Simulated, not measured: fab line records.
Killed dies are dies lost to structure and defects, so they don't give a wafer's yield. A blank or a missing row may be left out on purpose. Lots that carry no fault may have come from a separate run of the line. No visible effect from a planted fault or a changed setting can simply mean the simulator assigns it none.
Check for tools in common / flow nand-harc / Sampled: 11 lots, 33 wafers

== WHY IT WAS OPENED ==
At NHARC_A_M1_CD_MEAS_09 the reading cd-nm is flagged on 2 of 11 lots. Wafers without a fault read 120.3 nm, standard deviation 0.41.
Rule: flag the lot when none of its wafers has a number, or when each of its wafers that has one lies beyond 4 standard deviations from that mean. The other lots count as sound.

lot=L872; measured=day 17 21:57; on=cd-sem-02; cd-nm (nm), wafer by wafer=120.5 120.3 120.1; flag=
lot=L874; measured=day 18 07:00; on=cd-sem-02; cd-nm (nm), wafer by wafer=120.1 120.1 120.6; flag=
lot=L876; measured=day 18 14:49; on=cd-sem-02; cd-nm (nm), wafer by wafer=121.0 120.6 120.1; flag=
lot=L877; measured=day 19 05:02; on=cd-sem-03; cd-nm (nm), wafer by wafer=120.0 120.9 120.4; flag=
lot=L878; measured=day 19 19:06; on=cd-sem-03; cd-nm (nm), wafer by wafer=120.3 119.9 119.9; flag=
lot=L880; measured=day 20 04:39; on=cd-sem-02; cd-nm (nm), wafer by wafer=120.0 119.7 120.6; flag=
lot=L883; measured=day 21 04:07; on=cd-sem-01; cd-nm (nm), wafer by wafer=127.7 127.4 127.8; flag=FLAGGED
lot=L885; measured=day 21 19:47; on=cd-sem-01; cd-nm (nm), wafer by wafer=120.0 120.3 120.6; flag=
lot=L888; measured=day 22 15:13; on=cd-sem-01; cd-nm (nm), wafer by wafer=126.6 126.0 126.0; flag=FLAGGED
lot=L890; measured=day 22 15:22; on=cd-sem-01; cd-nm (nm), wafer by wafer=120.1 120.4 120.5; flag=
lot=L891; measured=day 22 18:29; on=cd-sem-03; cd-nm (nm), wafer by wafer=120.5 119.9 120.2; flag=
The mean of the flagged lots' numbers is 126.9 nm, +6.6 nm from the usual (+16 standard deviations).

== WHICH TOOL EACH LOT WENT THROUGH ==
3 process steps preceding the reading are held in the record, out of 1159 steps in the route. Cell contents, in order: the tool; ch with the chambers the sampled wafers went through; the start.
lot=L872; flag=; NHARC_A_BLC_CVD_24=cvd-w-01 ch 0,1, day 17 20:39 or earlier; NHARC_A_M0_PRE_CLEAN_31=pecvd-02 ch 0,1,2, day 17 20:39; NHARC_A_M1_EXPOSE_06=arfi-scanner-02 ch 0, day 17 21:49
lot=L874; flag=; NHARC_A_BLC_CVD_24=cvd-w-02 ch 0,1, day 18 05:40 or earlier; NHARC_A_M0_PRE_CLEAN_31=pecvd-01 ch 1,2, day 18 05:40; NHARC_A_M1_EXPOSE_06=arfi-scanner-03 ch 0, day 18 06:52
lot=L876; flag=; NHARC_A_BLC_CVD_24=cvd-w-01 ch 0,1, day 18 13:35 or earlier; NHARC_A_M0_PRE_CLEAN_31=pecvd-03 ch 0,2, day 18 13:35; NHARC_A_M1_EXPOSE_06=arfi-scanner-03 ch 0, day 18 14:40
lot=L877; flag=; NHARC_A_BLC_CVD_24=cvd-w-02 ch 0,1, day 19 03:40 or earlier; NHARC_A_M0_PRE_CLEAN_31=pecvd-03 ch 0,1,2, day 19 03:40; NHARC_A_M1_EXPOSE_06=arfi-scanner-01 ch 0, day 19 04:53
lot=L878; flag=; NHARC_A_BLC_CVD_24=cvd-w-01 ch 0,1, day 19 17:47 or earlier; NHARC_A_M0_PRE_CLEAN_31=pecvd-01 ch 0,1,2, day 19 17:47; NHARC_A_M1_EXPOSE_06=arfi-scanner-02 ch 0, day 19 18:58
lot=L880; flag=; NHARC_A_BLC_CVD_24=cvd-w-02 ch 0,1, day 20 03:20 or earlier; NHARC_A_M0_PRE_CLEAN_31=pecvd-02 ch 0,1,2, day 20 03:20; NHARC_A_M1_EXPOSE_06=arfi-scanner-01 ch 0, day 20 04:31
lot=L883; flag=FLAGGED; NHARC_A_BLC_CVD_24=cvd-w-02 ch 0,1, day 21 02:49 or earlier; NHARC_A_M0_PRE_CLEAN_31=pecvd-01 ch 0,2, day 21 02:49; NHARC_A_M1_EXPOSE_06=arfi-scanner-02 ch 0, day 21 03:59
lot=L885; flag=; NHARC_A_BLC_CVD_24=cvd-w-01 ch 0,1, day 21 18:28 or earlier; NHARC_A_M0_PRE_CLEAN_31=pecvd-01 ch 1,2, day 21 18:28; NHARC_A_M1_EXPOSE_06=arfi-scanner-01 ch 0, day 21 19:39
lot=L888; flag=FLAGGED; NHARC_A_BLC_CVD_24=cvd-w-01 ch 1, day 22 13:50 or earlier; NHARC_A_M0_PRE_CLEAN_31=pecvd-01 ch 1,2, day 22 13:50; NHARC_A_M1_EXPOSE_06=arfi-scanner-02 ch 0, day 22 15:05
lot=L890; flag=; NHARC_A_BLC_CVD_24=cvd-w-02 ch 0,1, day 22 14:01 or earlier; NHARC_A_M0_PRE_CLEAN_31=pecvd-03 ch 0,1,2, day 22 14:01; NHARC_A_M1_EXPOSE_06=arfi-scanner-03 ch 0, day 22 15:14
lot=L891; flag=; NHARC_A_BLC_CVD_24=cvd-w-01 ch 0,1, day 22 17:13 or earlier; NHARC_A_M0_PRE_CLEAN_31=pecvd-03 ch 0,1,2, day 22 17:13; NHARC_A_M1_EXPOSE_06=arfi-scanner-03 ch 0, day 22 18:22
What the steps here do:
- NHARC_A_BLC_CVD_24: deposits W, target thk 150 nm, time 434 s.
- NHARC_A_M0_PRE_CLEAN_31: time 12 s.
- NHARC_A_M1_EXPOSE_06: exposes mask A M1, target cd 120 nm.
- NHARC_A_M1_CD_MEAS_09: target cd 120 nm.

== FLAGGED OVER TOTAL, TOOL BY TOOL (the gauges that took the reading come last) ==
step=NHARC_A_BLC_CVD_24; tool=cvd-w-01; lots run=6; flagged=1; share of the flagged lots=some; sound lots run after its first flagged lot=1 (L891)
step=NHARC_A_BLC_CVD_24; tool=cvd-w-02; lots run=5; flagged=1; share of the flagged lots=some; sound lots run after its first flagged lot=1 (L890)
step=NHARC_A_M0_PRE_CLEAN_31; tool=pecvd-01; lots run=5; flagged=2; share of the flagged lots=all; sound lots run after its first flagged lot=1 (L885)
step=NHARC_A_M0_PRE_CLEAN_31; tool=pecvd-02; lots run=2; flagged=0; share of the flagged lots=none; sound lots run after its first flagged lot=-
step=NHARC_A_M0_PRE_CLEAN_31; tool=pecvd-03; lots run=4; flagged=0; share of the flagged lots=none; sound lots run after its first flagged lot=-
step=NHARC_A_M1_EXPOSE_06; tool=arfi-scanner-01; lots run=3; flagged=0; share of the flagged lots=none; sound lots run after its first flagged lot=-
step=NHARC_A_M1_EXPOSE_06; tool=arfi-scanner-02; lots run=4; flagged=2; share of the flagged lots=all; sound lots run after its first flagged lot=0
step=NHARC_A_M1_EXPOSE_06; tool=arfi-scanner-03; lots run=4; flagged=0; share of the flagged lots=none; sound lots run after its first flagged lot=-
step=NHARC_A_M1_CD_MEAS_09; tool=cd-sem-01; lots run=4; flagged=2; share of the flagged lots=all; sound lots run after its first flagged lot=2 (L885,L890)
step=NHARC_A_M1_CD_MEAS_09; tool=cd-sem-02; lots run=4; flagged=0; share of the flagged lots=none; sound lots run after its first flagged lot=-
step=NHARC_A_M1_CD_MEAS_09; tool=cd-sem-03; lots run=3; flagged=0; share of the flagged lots=none; sound lots run after its first flagged lot=-
Because NHARC_A_BLC_CVD_24 lacks a start for some lots, the hours and order of its lots are taken from NHARC_A_M0_PRE_CLEAN_31.

== WHAT THE TABLE PERMITS ==
In the table, 3 rows ran each flagged lot (pecvd-01 at NHARC_A_M0_PRE_CLEAN_31; arfi-scanner-02 at NHARC_A_M1_EXPOSE_06; cd-sem-01 at NHARC_A_M1_CD_MEAS_09).
- pecvd-01 at NHARC_A_M0_PRE_CLEAN_31 ran 5 lots, 2 of them flagged. Sound lots followed the first flagged one (L885) on it, something a lasting fault affecting the whole tool could not allow.
- arfi-scanner-02 at NHARC_A_M1_EXPOSE_06 ran 4 lots, 2 of them flagged. Its last sound lot is L878 (day 19 18:58), its first flagged lot L883 (day 21 03:59): a fault that began between those two fits. Its own readings (exposure-dose-mJ-cm2) fall more than 4 standard deviations out on all wafers of the flagged lots.
- cd-sem-01 at NHARC_A_M1_CD_MEAS_09 ran 4 lots, 2 of them flagged. Sound lots followed the first flagged one (L885, L890) on it, something a lasting fault affecting the whole tool could not allow.
One tool is left: arfi-scanner-02 at NHARC_A_M1_EXPOSE_06.

== WHAT HAD BEEN PUT IN BY THE SIMULATOR ==
Process parameters drifting: arfi-scanner-02 at NHARC_A_M1_EXPOSE_06, beginning at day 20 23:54. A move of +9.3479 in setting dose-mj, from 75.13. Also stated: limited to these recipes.
Shown lots that were struck: L883, L888. Same finding as the rule above.
